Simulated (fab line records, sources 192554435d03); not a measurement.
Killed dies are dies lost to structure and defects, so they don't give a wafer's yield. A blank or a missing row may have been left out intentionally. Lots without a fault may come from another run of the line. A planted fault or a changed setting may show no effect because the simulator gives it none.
Struck lot and sound lot, side by side / flow n5_finfet / 16 out of 1938 route steps
Sound: wafers L458.1, L458.4, L458.6. Wafers struck: L460.1, L460.5, L460.6. At the end, the cause is stated.
Each step with rows lists, per side, the tool, then ch with its chambers, then its first start. Under that, the readings that differ: sound wafers / struck wafers / difference of the means / sigmas: that difference in standard deviations of wafers without a fault.
alike: same words and numbers on both sides, and readings whose means sit less than 2 such deviations apart. not compared: any withheld reading, any reading some wafer has no value for, any bound like >300 that may hide the same value, and any number with overlapping values for which the record gives no deviation.
Wherever a step has rows on one side only, a row that says differs or no value, or a row with sigmas, the two part there. When numbers do not overlap yet have no deviation, they are printed without sigmas and do not part them. A reading missing from all wafers of one side parts the sides only when that side holds two or more wafers.

first, 2 steps without rows for these wafers: N5_BEOL_M1_ANNEAL_80 (time 240 s); N5_BEOL_M1_SPUTTER_81 (material Cu, target thk 4.5 nm, time 8.29 s).
N5_BEOL_M1_ANNEAL_82: time 240 s.
  sound on pvd_sputter-02 at day 8 06:52; struck on pvd_sputter-03 at day 8 19:23
  alike: heater_power_w, susceptor_temp_C
then, 1 step without rows for these wafers: N5_BEOL_M1_SPUTTER_86 (material Cu, target thk 4.5 nm, time 8.29 s).
N5_BEOL_M1_ANNEAL_87: time 240 s.
  sound on pvd_sputter-02 at day 8 07:05; struck on pvd_sputter-03 at day 8 19:36
  alike: heater_power_w, susceptor_temp_C
then, 4 steps without rows for these wafers: N5_BEOL_M1_SPUTTER_88 (material Cu, target thk 4.5 nm, time 8.29 s); N5_BEOL_M1_ANNEAL_89 (time 240 s); N5_BEOL_M1_SPUTTER_90 (material Cu, target thk 4.5 nm, time 8.29 s); N5_BEOL_M1_ANNEAL_91 (time 240 s).
N5_BEOL_M1_SPUTTER_92: material Cu, target thk 4.5 nm, time 8.29 s.
  sound on pvd_sputter-02 at day 8 07:40; struck on pvd_sputter-03 at day 8 20:11
  alike: throttle_valve_pct
N5_BEOL_M1_ANNEAL_93: time 240 s.
  sound on pvd_sputter-02 at day 8 07:44; struck on pvd_sputter-03 at day 8 20:16
  alike: heater_power_w, susceptor_temp_C
N5_BEOL_M1_SPUTTER_94: material Cu, target thk 4.5 nm, time 8.29 s.
  sound on pvd_sputter-02 at day 8 07:53; struck on pvd_sputter-03 at day 8 20:24
  alike: throttle_valve_pct
N5_BEOL_M1_ANNEAL_95: time 240 s.
  sound on pvd_sputter-02 at day 8 07:58; struck on pvd_sputter-03 at day 8 20:29
  no value came back on the struck wafers for heater_power_w (W), susceptor_temp_C (C), time_s (s); on the sound wafers heater_power_w (W) reads 753 855 887
then, 1 step without rows for these wafers: N5_BEOL_M1_SPUTTER_96 (material Cu, target thk 4.5 nm, time 8.29 s).
N5_BEOL_M4_RC_MEAS_101:
  sound on prober-02 ch 0, day 9 22:32; struck on prober-01 ch 0, day 10 05:17
  alike: DIBL_N, DIBL_P, IOFF_N, IOFF_P, ION_N, ION_P, SS_N, SS_P, VT_N, VT_P
next, for these wafers, 1 step has no rows: N5_PASSIVATION_PROBE_49.

## WHERE THEY PART
At N5_BEOL_M1_ANNEAL_95 and nowhere else, as far as this record goes. Later steps at which nothing parts them and some readings are alike: N5_BEOL_M4_RC_MEAS_101.

WHY: what the simulator had put in
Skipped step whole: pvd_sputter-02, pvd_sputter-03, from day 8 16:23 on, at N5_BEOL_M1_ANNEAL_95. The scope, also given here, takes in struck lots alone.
